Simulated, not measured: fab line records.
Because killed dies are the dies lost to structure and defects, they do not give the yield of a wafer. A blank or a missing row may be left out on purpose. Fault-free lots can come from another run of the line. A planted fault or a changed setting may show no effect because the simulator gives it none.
What tool caused it? :: flow n5Finfet :: 8 lots, 24 wafers sampled, at 5 steps of a route of 1938

## WHAT THE GAUGES READ, wafer by wafer
N5_HKMG_FIN_INSPECT_14: inspects for defects (macro). Usual: rawDefectCount reads 2.2 (standard deviation 1.4).
lot: L391
measured: day 5 03:32
on: defectInspect-02
rawDefectCount: 2 1 2
flag: 

lot: L392
measured: day 5 12:16
on: defectInspect-01
rawDefectCount: 0 0 1
flag: 

lot: L396
measured: day 6 11:18
on: defectInspect-01
rawDefectCount: 4 1 3
flag: 

lot: L398
measured: day 6 22:43
on: defectInspect-01
rawDefectCount: 2 4 5
flag: 

lot: L403
measured: day 8 04:20
on: defectInspect-01
rawDefectCount: 3 2 7
flag: 

lot: L405
measured: day 8 15:39
on: defectInspect-01
rawDefectCount: 3 3 2
flag: 

lot: L408
measured: day 9 08:47
on: defectInspect-01
rawDefectCount: 1 0 2
flag: 

lot: L409
measured: day 9 18:35
on: defectInspect-01
rawDefectCount: 2 1 2
flag: 

N5_BEOL_M4_RC_MEAS_101. Usual: DIBL_N 35.9 mV/V, standard deviation 1.9; DIBL_P 35.8 mV/V, standard deviation 2.4; IOFF_N 0.15 nA/um, standard deviation 0.031; IOFF_N_85C 3.0 nA/um, standard deviation 0.51; IOFF_N_LIN 0.071 nA/um, standard deviation 0.012; IOFF_N_LONG 5.57e-05 nA/um, standard deviation 2.7e-06; IOFF_P 0.21 nA/um, standard deviation 0.037; IOFF_P_85C 3.6 nA/um, standard deviation 0.53; IOFF_P_LIN 0.098 nA/um, standard deviation 0.014; IOFF_P_LONG 0.000108 nA/um, standard deviation 8.2e-06; ION_N 672 uA/um, standard deviation 13; ION_P 462 uA/um, standard deviation 8.3; SS_N 71.5 mV/dec, standard deviation 0.72; SS_P 73.2 mV/dec, standard deviation 0.67; VT_N 250 mV, standard deviation 3.4; VT_N_LONG 274.8 mV, standard deviation 1.9; VT_N_LVT 99 mV, standard deviation 3.3; VT_P -250 mV, standard deviation 3.4; VT_P_LONG -275.0 mV, standard deviation 2.9; VT_P_LVT -99.3 mV, standard deviation 2.9.
lot: L391
measured: day 9 12:59
on: prober-01
DIBL_N (mV/V): 37.3 36.3 36.6
DIBL_P (mV/V): 37.0 33.6 35.0
IOFF_N (nA/um): 0.16 0.15 0.14
IOFF_N_85C (nA/um): 3.1 2.9 2.8
IOFF_N_LIN (nA/um): 0.076 0.068 0.067
IOFF_N_LONG (nA/um): 5.58e-05 5.73e-05 5.65e-05
IOFF_P (nA/um): 0.24 0.19 0.21
IOFF_P_85C (nA/um): 4.1 3.3 3.6
IOFF_P_LIN (nA/um): 0.110 0.092 0.099
IOFF_P_LONG (nA/um): 0.000113 0.000109 0.000112
ION_N (uA/um): 672 658 661
ION_P (uA/um): 469 450 461
SS_N (mV/dec): 71.5 72.1 72.0
SS_P (mV/dec): 73.0 73.0 73.7
VT_N (mV): 253 252 251
VT_N_LONG (mV): 275.1 275.1 275.9
VT_N_LVT (mV): 99 100 99
VT_P (mV): -246 -252 -251
VT_P_LONG (mV): -271.5 -273.0 -275.4
VT_P_LVT (mV): -96.0 -100.2 -98.1
flag: 

lot: L392
measured: day 9 11:07
on: prober-01
DIBL_N (mV/V): 35.0 32.6 31.7
DIBL_P (mV/V): 36.6 33.3 31.5
IOFF_N (nA/um): 0.16 0.12 0.10
IOFF_N_85C (nA/um): 3.2 2.4 2.1
IOFF_N_LIN (nA/um): 0.078 0.060 0.050
IOFF_N_LONG (nA/um): 5.57e-05 5.57e-05 5.52e-05
IOFF_P (nA/um): 0.20 0.16 0.14
IOFF_P_85C (nA/um): 3.5 2.9 2.6
IOFF_P_LIN (nA/um): 0.094 0.080 0.074
IOFF_P_LONG (nA/um): 0.000106 0.000109 0.000106
ION_N (uA/um): 679 660 651
ION_P (uA/um): 461 455 448
SS_N (mV/dec): 71.9 71.3 71.0
SS_P (mV/dec): 73.5 72.5 72.5
VT_N (mV): 250 253 256
VT_N_LONG (mV): 273.3 274.6 274.0
VT_N_LVT (mV): 99 104 107
VT_P (mV): -252 -255 -254
VT_P_LONG (mV): -279.2 -275.5 -274.3
VT_P_LVT (mV): -101.7 -106.1 -107.1
flag: 

lot: L396
measured: day 10 04:37
on: prober-02
DIBL_N (mV/V): 37.3 40.0 34.2
DIBL_P (mV/V): 35.6 39.7 33.6
IOFF_N (nA/um): 0.15 0.06 0.11
IOFF_N_85C (nA/um): 3.0 1.5 2.3
IOFF_N_LIN (nA/um): 0.068 0.027 0.055
IOFF_N_LONG (nA/um): 5.41e-05 2.95e-05 5.28e-05
IOFF_P (nA/um): 0.20 0.39 0.18
IOFF_P_85C (nA/um): 3.4 6.1 3.1
IOFF_P_LIN (nA/um): 0.098 0.175 0.091
IOFF_P_LONG (nA/um): 0.000109 0.000146 0.000106
ION_N (uA/um): 661 609 652
ION_P (uA/um): 455 480 455
SS_N (mV/dec): 72.2 73.4 71.5
SS_P (mV/dec): 73.8 73.9 72.0
VT_N (mV): 252 281 255
VT_N_LONG (mV): 277.4 310.2 274.8
VT_N_LVT (mV): 103 131 106
VT_P (mV): -250 -239 -252
VT_P_LONG (mV): -273.3 -265.8 -272.2
VT_P_LVT (mV): -100.5 -86.5 -102.5
flag: OFF

lot: L398
measured: day 11 04:35
on: prober-02
DIBL_N (mV/V): 37.5 36.8 39.8
DIBL_P (mV/V): 36.0 35.3 39.6
IOFF_N (nA/um): 0.05 0.16 0.23
IOFF_N_85C (nA/um): 1.2 3.1 4.2
IOFF_N_LIN (nA/um): 0.025 0.074 0.102
IOFF_N_LONG (nA/um): 3.41e-05 6.36e-05 6.31e-05
IOFF_P (nA/um): 0.32 0.21 0.31
IOFF_P_85C (nA/um): 5.3 3.7 5.1
IOFF_P_LIN (nA/um): 0.156 0.106 0.139
IOFF_P_LONG (nA/um): 0.000167 0.00012 0.00012
ION_N (uA/um): 614 670 699
ION_P (uA/um): 491 464 482
SS_N (mV/dec): 71.7 71.8 72.4
SS_P (mV/dec): 72.8 72.9 73.8
VT_N (mV): 281 248 243
VT_N_LONG (mV): 304.7 273.0 269.5
VT_N_LVT (mV): 131 98 92
VT_P (mV): -236 -246 -241
VT_P_LONG (mV): -262.3 -272.2 -269.1
VT_P_LVT (mV): -87.4 -98.9 -92.5
flag: OFF

lot: L403
measured: day 12 00:19
on: prober-01
DIBL_N (mV/V): 35.3 35.6 34.8
DIBL_P (mV/V): 36.0 35.1 35.6
IOFF_N (nA/um): 0.14 0.14 0.13
IOFF_N_85C (nA/um): 2.8 2.8 2.7
IOFF_N_LIN (nA/um): 0.067 0.066 0.062
IOFF_N_LONG (nA/um): 5.37e-05 5.39e-05 5.35e-05
IOFF_P (nA/um): 0.21 0.19 0.20
IOFF_P_85C (nA/um): 3.7 3.3 3.6
IOFF_P_LIN (nA/um): 0.102 0.093 0.099
IOFF_P_LONG (nA/um): 0.000112 0.000101 0.000106
ION_N (uA/um): 675 669 666
ION_P (uA/um): 473 460 461
SS_N (mV/dec): 70.9 70.4 71.4
SS_P (mV/dec): 73.6 73.2 72.9
VT_N (mV): 251 252 254
VT_N_LONG (mV): 273.5 274.2 274.1
VT_N_LVT (mV): 99 102 101
VT_P (mV): -248 -250 -251
VT_P_LONG (mV): -275.5 -272.4 -275.7
VT_P_LVT (mV): -97.6 -100.6 -97.7
flag: 

lot: L405
measured: day 12 23:16
on: prober-01
DIBL_N (mV/V): 35.1 38.3 37.1
DIBL_P (mV/V): 33.9 38.0 36.6
IOFF_N (nA/um): 0.13 0.18 0.16
IOFF_N_85C (nA/um): 2.7 3.5 3.2
IOFF_N_LIN (nA/um): 0.063 0.083 0.076
IOFF_N_LONG (nA/um): 5.62e-05 5.62e-05 5.49e-05
IOFF_P (nA/um): 0.17 0.23 0.20
IOFF_P_85C (nA/um): 3.1 3.9 3.6
IOFF_P_LIN (nA/um): 0.085 0.106 0.097
IOFF_P_LONG (nA/um): 0.000111 0.000106 0.000106
ION_N (uA/um): 674 693 674
ION_P (uA/um): 463 480 455
SS_N (mV/dec): 71.7 71.4 72.0
SS_P (mV/dec): 72.8 73.7 73.1
VT_N (mV): 254 250 251
VT_N_LONG (mV): 276.9 274.6 274.6
VT_N_LVT (mV): 101 95 98
VT_P (mV): -256 -249 -253
VT_P_LONG (mV): -274.5 -275.6 -276.7
VT_P_LVT (mV): -100.7 -97.3 -98.5
flag: 

lot: L408
measured: day 13 22:16
on: prober-02
DIBL_N (mV/V): 36.2 37.0 35.5
DIBL_P (mV/V): 39.0 39.4 37.0
IOFF_N (nA/um): 0.16 0.16 0.14
IOFF_N_85C (nA/um): 3.2 3.2 2.8
IOFF_N_LIN (nA/um): 0.075 0.075 0.066
IOFF_N_LONG (nA/um): 5.3e-05 5.31e-05 5.43e-05
IOFF_P (nA/um): 0.23 0.22 0.19
IOFF_P_85C (nA/um): 4.0 3.7 3.3
IOFF_P_LIN (nA/um): 0.104 0.099 0.093
IOFF_P_LONG (nA/um): 0.000107 0.000101 9.9e-05
ION_N (uA/um): 667 662 672
ION_P (uA/um): 459 451 461
SS_N (mV/dec): 71.7 71.6 71.8
SS_P (mV/dec): 73.3 73.5 73.1
VT_N (mV): 252 249 252
VT_N_LONG (mV): 275.3 277.3 277.0
VT_N_LVT (mV): 98 99 100
VT_P (mV): -248 -250 -250
VT_P_LONG (mV): -275.2 -275.2 -275.9
VT_P_LVT (mV): -97.8 -99.4 -99.4
flag: 

lot: L409
measured: day 13 22:01
on: prober-01
DIBL_N (mV/V): 38.1 37.9 35.8
DIBL_P (mV/V): 39.6 38.2 37.0
IOFF_N (nA/um): 0.19 0.18 0.15
IOFF_N_85C (nA/um): 3.6 3.5 2.9
IOFF_N_LIN (nA/um): 0.087 0.084 0.071
IOFF_N_LONG (nA/um): 5.23e-05 5.57e-05 5.31e-05
IOFF_P (nA/um): 0.26 0.23 0.20
IOFF_P_85C (nA/um): 4.3 3.9 3.5
IOFF_P_LIN (nA/um): 0.115 0.103 0.096
IOFF_P_LONG (nA/um): 0.000106 0.000103 0.000104
ION_N (uA/um): 677 696 674
ION_P (uA/um): 462 474 464
SS_N (mV/dec): 72.5 72.1 71.2
SS_P (mV/dec): 74.5 74.2 74.0
VT_N (mV): 246 249 251
VT_N_LONG (mV): 277.0 275.8 274.9
VT_N_LVT (mV): 95 96 100
VT_P (mV): -246 -248 -251
VT_P_LONG (mV): -277.0 -275.4 -278.1
VT_P_LVT (mV): -96.4 -99.4 -100.4
flag: 

## EACH LOT AND THE TOOL THAT RAN IT (in order: tool; ch and the chambers of the sampled wafers; start)
lot: L391
N5_HKMG_FIN_DESCUM_17: rieDiel-06 ch 0,1, day 5 03:39
N5_HKMG_FIN_ALD_91: aldMetal-02 ch 0,1, day 5 04:38
N5_HKMG_FIN_STRIP_89: rieDiel-06 ch 0,1,3, day 5 05:02

lot: L392
N5_HKMG_FIN_DESCUM_17: rieDiel-05 ch 1,2,3, day 5 12:19
N5_HKMG_FIN_ALD_91: aldMetal-02 ch 0,1,2, day 5 13:17
N5_HKMG_FIN_STRIP_89: rieDiel-05 ch 0,1,2, day 5 13:47

lot: L396
N5_HKMG_FIN_DESCUM_17: rieDiel-05 ch 0,2,3, day 6 11:20
N5_HKMG_FIN_ALD_91: aldMetal-02 ch 0,1,2, day 6 12:19
N5_HKMG_FIN_STRIP_89: rieDiel-05 ch 0,1,2, day 6 12:43

lot: L398
N5_HKMG_FIN_DESCUM_17: rieDiel-04 ch 0,1, day 6 22:53
N5_HKMG_FIN_ALD_91: aldMetal-02 ch 0,2,3, day 6 23:52
N5_HKMG_FIN_STRIP_89: rieDiel-05 ch 0,1,2, day 7 00:17

lot: L403
N5_HKMG_FIN_DESCUM_17: rieDiel-06 ch 0,1,3, day 8 04:32
N5_HKMG_FIN_ALD_91: aldMetal-04 ch 0,1, day 8 05:31
N5_HKMG_FIN_STRIP_89: rieDiel-04 ch 1,2,3, day 8 05:55

lot: L405
N5_HKMG_FIN_DESCUM_17: rieDiel-05 ch 0,1, day 8 15:41
N5_HKMG_FIN_ALD_91: aldMetal-01 ch 0,2,3, day 8 16:40
N5_HKMG_FIN_STRIP_89: rieDiel-06 ch 1,2,3, day 8 17:04

lot: L408
N5_HKMG_FIN_DESCUM_17: rieDiel-06 ch 0,1,2, day 9 08:49
N5_HKMG_FIN_ALD_91: aldMetal-04 ch 0,1,3, day 9 09:48
N5_HKMG_FIN_STRIP_89: rieDiel-05 ch 0,1,2, day 9 10:12

lot: L409
N5_HKMG_FIN_DESCUM_17: rieDiel-06 ch 1,2,3, day 9 18:37
N5_HKMG_FIN_ALD_91: aldMetal-02 ch 0,1,3, day 9 19:36
N5_HKMG_FIN_STRIP_89: rieDiel-04 ch 0,1,2, day 9 20:04
- N5_HKMG_FIN_DESCUM_17: chemistry O2, time 7.9 s.
- N5_HKMG_FIN_ALD_91: deposits TiN, target thk 1 nm, pulse time 1 s, purge time 3 s.
- N5_HKMG_FIN_STRIP_89: strips SOC in N2/H2, time 20 s.

## WHAT THE TOOLS THEMSELVES READ (means of the sampled wafers that have a number; where no wafer has one, the mark that the record gives instead)
N5_HKMG_FIN_DESCUM_17. Usual: drypumpMotorCurrentA 5.8 A, standard deviation 0.47; oesProductAu 0.78 a.u., standard deviation 0.066; rfVppV 242.9 V, standard deviation 1.4; showerheadPlenumPTorr 2.07 Torr, standard deviation 0.07; throttleValvePct 20.54 %, standard deviation 0.17.
lot: L391
tool: rieDiel-06
drypumpMotorCurrentA (A): 6.1
oesProductAu (a.u.): 0.70
rfVppV (V): 242.6
showerheadPlenumPTorr (Torr): 2.02
throttleValvePct (%): 20.55
flag: 

lot: L392
tool: rieDiel-05
drypumpMotorCurrentA (A): 6.0
oesProductAu (a.u.): 0.79
rfVppV (V): 243.1
showerheadPlenumPTorr (Torr): 2.06
throttleValvePct (%): 20.44
flag: 

lot: L396
tool: rieDiel-05
drypumpMotorCurrentA (A): 5.9
oesProductAu (a.u.): 0.78
rfVppV (V): 243.3
showerheadPlenumPTorr (Torr): 2.10
throttleValvePct (%): 20.52
flag: 

lot: L398
tool: rieDiel-04
drypumpMotorCurrentA (A): 5.9
oesProductAu (a.u.): 0.85
rfVppV (V): 243.0
showerheadPlenumPTorr (Torr): 2.15
throttleValvePct (%): 20.56
flag: 

lot: L403
tool: rieDiel-06
drypumpMotorCurrentA (A): 5.7
oesProductAu (a.u.): 0.78
rfVppV (V): 240.9
showerheadPlenumPTorr (Torr): 2.01
throttleValvePct (%): 20.52
flag: 

lot: L405
tool: rieDiel-05
drypumpMotorCurrentA (A): 6.0
oesProductAu (a.u.): 0.74
rfVppV (V): 242.8
showerheadPlenumPTorr (Torr): 2.01
throttleValvePct (%): 20.69
flag: 

lot: L408
tool: rieDiel-06
drypumpMotorCurrentA (A): 5.9
oesProductAu (a.u.): 0.76
rfVppV (V): 242.2
showerheadPlenumPTorr (Torr): 2.04
throttleValvePct (%): 20.52
flag: 

lot: L409
tool: rieDiel-06
drypumpMotorCurrentA (A): 5.4
oesProductAu (a.u.): 0.83
rfVppV (V): 242.4
showerheadPlenumPTorr (Torr): 2.04
throttleValvePct (%): 20.46
flag: 

N5_HKMG_FIN_ALD_91. Usual: heaterPowerW 894 W, standard deviation 71; precursorPulseHeightRel 1.001, standard deviation 0.021.
lot: L391
tool: aldMetal-02
heaterPowerW (W): 847
precursorPulseHeightRel: 1.006
flag: 

lot: L392
tool: aldMetal-02
heaterPowerW (W): 906
precursorPulseHeightRel: 1.003
flag: 

lot: L396
tool: aldMetal-02
heaterPowerW (W): 892
precursorPulseHeightRel: 0.991
flag: 

lot: L398
tool: aldMetal-02
heaterPowerW (W): 919
precursorPulseHeightRel: 1.006
flag: 

lot: L403
tool: aldMetal-04
heaterPowerW (W): 892
precursorPulseHeightRel: 1.017
flag: 

lot: L405
tool: aldMetal-01
heaterPowerW (W): 903
precursorPulseHeightRel: 1.003
flag: 

lot: L408
tool: aldMetal-04
heaterPowerW (W): 892
precursorPulseHeightRel: 0.998
flag: 

lot: L409
tool: aldMetal-02
heaterPowerW (W): 909
precursorPulseHeightRel: 0.982
flag: 

N5_HKMG_FIN_STRIP_89. Usual: drypumpMotorCurrentA 5.8 A, standard deviation 0.51; n2FlowSccm 300.0 sccm, standard deviation 0.91; oesProductAu 0.78 a.u., standard deviation 0.064; rfVppV 54.2 V, standard deviation 0.9; showerheadPlenumPTorr 3.33 Torr, standard deviation 0.11; throttleValvePct 19.1 %, standard deviation 0.42.
lot: L391
tool: rieDiel-06
drypumpMotorCurrentA (A): 5.7
n2FlowSccm (sccm): 300.6
oesProductAu (a.u.): 0.71
rfVppV (V): 53.7
showerheadPlenumPTorr (Torr): 3.24
throttleValvePct (%): 19.3
flag: 

lot: L392
tool: rieDiel-05
drypumpMotorCurrentA (A): 6.1
n2FlowSccm (sccm): 300.3
oesProductAu (a.u.): 0.78
rfVppV (V): 53.8
showerheadPlenumPTorr (Torr): 3.32
throttleValvePct (%): 19.2
flag: 

lot: L396
tool: rieDiel-05
drypumpMotorCurrentA (A): 6.1
n2FlowSccm (sccm): 299.2
oesProductAu (a.u.): 0.78
rfVppV (V): 54.3
showerheadPlenumPTorr (Torr): 3.31
throttleValvePct (%): 19.2
flag: 

lot: L398
tool: rieDiel-05
drypumpMotorCurrentA (A): 6.2
n2FlowSccm (sccm): 299.4
oesProductAu (a.u.): 0.76
rfVppV (V): 53.3
showerheadPlenumPTorr (Torr): 3.31
throttleValvePct (%): 19.2
flag: 

lot: L403
tool: rieDiel-04
drypumpMotorCurrentA (A): 5.2
n2FlowSccm (sccm): 300.0
oesProductAu (a.u.): 0.77
rfVppV (V): 55.1
showerheadPlenumPTorr (Torr): 3.37
throttleValvePct (%): 19.2
flag: 

lot: L405
tool: rieDiel-06
drypumpMotorCurrentA (A): 5.4
n2FlowSccm (sccm): 300.0
oesProductAu (a.u.): 0.85
rfVppV (V): 54.1
showerheadPlenumPTorr (Torr): 3.26
throttleValvePct (%): 18.8
flag: 

lot: L408
tool: rieDiel-05
drypumpMotorCurrentA (A): 6.1
n2FlowSccm (sccm): 299.6
oesProductAu (a.u.): 0.75
rfVppV (V): 54.3
showerheadPlenumPTorr (Torr): 3.30
throttleValvePct (%): 19.2
flag: 

lot: L409
tool: rieDiel-04
drypumpMotorCurrentA (A): 5.6
n2FlowSccm (sccm): 299.0
oesProductAu (a.u.): 0.76
rfVppV (V): 54.3
showerheadPlenumPTorr (Torr): 3.46
throttleValvePct (%): 19.4
flag: 

## THE ANSWER, worked out from the rows above alone
Rule: lot off if the mean of its wafers having a number is beyond 3 standard deviations from the usual mean. A lot without any number at a reading at which 4 lots or more have one is off too. Where the step has rows for the other lots, those lots are counted as sound. The gauges are gone through in route order, then the tools' own readings, and for those a lot's mean is taken as printed above. At the first step where some lot is off, the reading lying furthest off is the one used; lots without a number count as furthest.
Off: L396, L398, seen at N5_BEOL_M4_RC_MEAS_101 (VT_N_LONG).
If a tool, at a process step before that reading, ran all the lots that are off and no sound lot after the first of them, it fits. Those tools and the gauges at N5_BEOL_M4_RC_MEAS_101 are tried in the same way. Of those tried, none fits.

## WHAT THE SIMULATOR PUT IN
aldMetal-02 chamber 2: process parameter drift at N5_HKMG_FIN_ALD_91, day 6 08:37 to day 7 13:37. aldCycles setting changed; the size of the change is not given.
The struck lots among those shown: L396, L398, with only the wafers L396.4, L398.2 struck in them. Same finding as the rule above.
